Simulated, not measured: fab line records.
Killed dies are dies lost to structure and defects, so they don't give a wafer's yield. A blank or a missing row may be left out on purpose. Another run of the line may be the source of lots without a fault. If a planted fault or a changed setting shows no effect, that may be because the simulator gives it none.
Matching of chambers | flow n5-finfet | 4 sister chambers for N5_ZERO_LAYER_ETCH_18 on rie-si-06
The step etches Si in HBr/Cl2, target depth 120 nm, time 40 s. 24 wafers are shown with their chamber, then 12 later ones without.

== EACH WAFER AND ITS CHAMBER ==
wafer  | chamber | throttle-valve-pct (%) | oes-product-au (a.u.)
L075.1 | 3       | 36.52                  | 0.990
L075.2 | 1       | 36.10                  | 1.031
L075.3 | 0       | 36.42                  | 1.004
L076.1 | 0       | 36.41                  | 1.008
L076.2 | 2       | 36.60                  | 0.998
L076.4 | 1       | 36.09                  | 1.033
L080.4 | 2       | 36.59                  | 0.999
L080.5 | 1       | 36.09                  | 1.034
L080.6 | 0       | 36.41                  | 1.005
L084.1 | 1       | 36.11                  | 1.044
L084.2 | 0       | 36.42                  | 1.001
L084.6 | 1       | 36.12                  | 1.028
L086.1 | 0       | 36.42                  | 1.010
L086.2 | 3       | 36.52                  | 0.989
L086.4 | 1       | 36.11                  | 1.032
L087.1 | 3       | 36.53                  | 0.993
L087.5 | 3       | 36.52                  | 0.991
L087.6 | 2       | 36.60                  | 0.987
L088.1 | 2       | 36.59                  | 0.988
L088.4 | 0       | 36.41                  | 1.008
L088.5 | 1       | 36.09                  | 1.038
L091.1 | 3       | 36.51                  | 0.990
L091.4 | 2       | 36.60                  | 0.998
L091.5 | 1       | 36.10                  | 1.037

SIGNATURES, as means of the wafers listed above
reading            | chamber 0 | chamber 1 | chamber 2 | chamber 3 | scatter within a chamber
throttle-valve-pct | 36.4150   | 36.1013   | 36.5960   | 36.5200   | 0.00824
oes-product-au     | 1.00600   | 1.03462   | 0.99400   | 0.99060   | 0.00434
Rule: for each reading, subtract the chamber's mean from the wafer's reading, divide by that reading's scatter and square the result; add these up over the readings and take the root, which gives the wafer's distance from the chamber. If the next closest chamber is less than 2 further off than the closest, the wafer can't be placed; otherwise it belongs to the closest. The scatter: take each reading less its chamber's mean, square it, sum over the shown wafers, divide by the number of wafers less the number of chambers, and take the root.

== WAFERS WITHOUT THEIR CHAMBER ==
wafer  | throttle-valve-pct (%) | oes-product-au (a.u.)
L092.2 | 36.10                  | 1.036
L092.4 | 36.58                  | 0.989
L092.6 | 36.41                  | 1.017
L093.1 | 36.60                  | 0.994
L093.4 | 36.09                  | 1.028
L093.6 | 36.60                  | 0.997
L094.1 | 36.09                  | 1.036
L094.2 | 36.61                  | 0.989
L094.6 | 36.59                  | 0.989
L096.1 | 36.41                  | 1.008
L096.4 | 36.10                  | 1.034
L096.6 | 36.42                  | 1.009

== WHICH CHAMBER EACH WENT THROUGH ==
wafer  | from the rows above | in truth
L092.2 | 1                   | 1
L092.4 | 2                   | 2
L092.6 | 0                   | 0
L093.1 | 2                   | 2
L093.4 | 1                   | 1
L093.6 | 2                   | 2
L094.1 | 1                   | 1
L094.2 | 2                   | 2
L094.6 | 2                   | 2
L096.1 | 0                   | 0
L096.4 | 1                   | 1
L096.6 | 0                   | 0
12 of 12 placed correctly. From these rows, 0 cannot be placed. Placed wrongly: 0.
